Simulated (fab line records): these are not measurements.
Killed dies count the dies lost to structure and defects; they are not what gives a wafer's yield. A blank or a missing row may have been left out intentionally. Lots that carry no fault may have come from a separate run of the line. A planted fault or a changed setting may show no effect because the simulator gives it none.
Which tool did it?    flow n5 finfet    12 lots with 36 wafers sampled at 3 steps, on a route of 1938 steps

## WHAT THE GAUGES READ, wafer by wafer
N5_BEOL_M4_THK_MEAS_53: measures by xrf.
lot   measured      on             M4_THK (nm)
L116  day 7 11:10   film metro-02  39.5 39.5 39.5
L119  day 8 10:08   film metro-01  40.1 41.6 41.4
L118  day 8 12:32   film metro-02  42.2 40.8 40.5
L120  day 9 05:06   film metro-01  38.9 39.1 38.9
L123  day 9 12:55   film metro-02  40.1 39.6 39.2
L128  day 10 16:36  film metro-01  38.7 41.3 40.4
L129  day 10 19:34  film metro-01  39.9 40.0 40.3
L130  day 11 15:46  film metro-02  40.1 39.4 40.0
L131  day 11 17:43  film metro-01  39.7 40.5 40.0
L133  day 12 08:24  film metro-02  41.4 40.4 41.9
L134  day 12 18:43  film metro-02  40.4 40.2 38.3
L139  day 13 09:58  film metro-02  38.9 40.7 40.3

## WHAT TOOL EACH LOT RAN ON (gives the tool, then ch and the chambers of the sampled wafers, and finally the start)
lot   N5_BEOL_M4_ANNEAL_93          N5_BEOL_M4_SPUTTER_96
L116  pvd sputter-02, day 7 09:31   pvd sputter-02, day 7 09:53
L119  pvd sputter-03, day 8 08:59   pvd sputter-03, day 8 09:21
L118  pvd sputter-02, day 8 11:23   pvd sputter-02, day 8 11:45
L120  pvd sputter-03, day 9 03:57   pvd sputter-03, day 9 04:19
L123  pvd sputter-01, day 9 11:41   pvd sputter-01, day 9 12:02
L128  pvd sputter-01, day 10 15:19  pvd sputter-01, day 10 15:41
L129  pvd sputter-03, day 10 18:26  pvd sputter-03, day 10 18:47
L130  pvd sputter-01, day 11 14:14  pvd sputter-01, day 11 14:36
L131  pvd sputter-01, day 11 16:25  pvd sputter-01, day 11 16:46
L133  pvd sputter-01, day 12 07:16  pvd sputter-01, day 12 07:37
L134  pvd sputter-03, day 12 17:34  pvd sputter-03, day 12 17:55
L139  pvd sputter-03, day 13 08:49  pvd sputter-03, day 13 09:10
- N5_BEOL_M4_ANNEAL_93: time 240 s.
- N5_BEOL_M4_SPUTTER_96: material Cu, target thk 4.5 nm, time 8.29 s.

## WHAT THE TOOLS THEMSELVES READ (means of the sampled wafers that have a number; where no wafer has one, the mark that the record gives instead)
N5_BEOL_M4_ANNEAL_93.
lot   tool            heater power w (W)
L116  pvd sputter-02  861
L119  pvd sputter-03  823
L118  pvd sputter-02  881
L120  pvd sputter-03  873
L123  pvd sputter-01  875
L128  pvd sputter-01  891
L129  pvd sputter-03  820
L130  pvd sputter-01  860
L131  pvd sputter-01  850
L133  pvd sputter-01  848
L134  pvd sputter-03  862
L139  pvd sputter-03  856

N5_BEOL_M4_SPUTTER_96.
lot   tool            throttle valve pct (%)
L116  pvd sputter-02  29.0
L119  pvd sputter-03  29.8
L118  pvd sputter-02  29.1
L120  pvd sputter-03  30.4
L123  pvd sputter-01  31.5
L128  pvd sputter-01  31.3
L129  pvd sputter-03  29.7
L130  pvd sputter-01  31.0
L131  pvd sputter-01  30.4
L133  pvd sputter-01  30.6
L134  pvd sputter-03  30.5
L139  pvd sputter-03  30.5

## THE ANSWER, worked out from the rows above alone
Rule: the usual values come from the lots themselves. The widest of any qualifying gaps counts: lots, ordered by their means at a reading, are off when they make up no more than a third of the lots, leave a main group of 4 or more, and stand apart from it by 3 or more times the standard deviation of that group's means. Not used: any main group whose means are identical at the precision the tables above print for the reading. Also off: a lot with no number at a reading for which 4 or more lots have one. The other lots that the step has rows for count as sound. The gauges are gone through in route order, then the tools' own readings, and for those a lot's mean is taken as printed above. The first step at which some lot is off is used, and at that step the reading that is off furthest; a lot without a number counts as furthest.
Nothing can be told from this: no lot is off at any reading shown.

## WHAT THE SIMULATOR PUT IN
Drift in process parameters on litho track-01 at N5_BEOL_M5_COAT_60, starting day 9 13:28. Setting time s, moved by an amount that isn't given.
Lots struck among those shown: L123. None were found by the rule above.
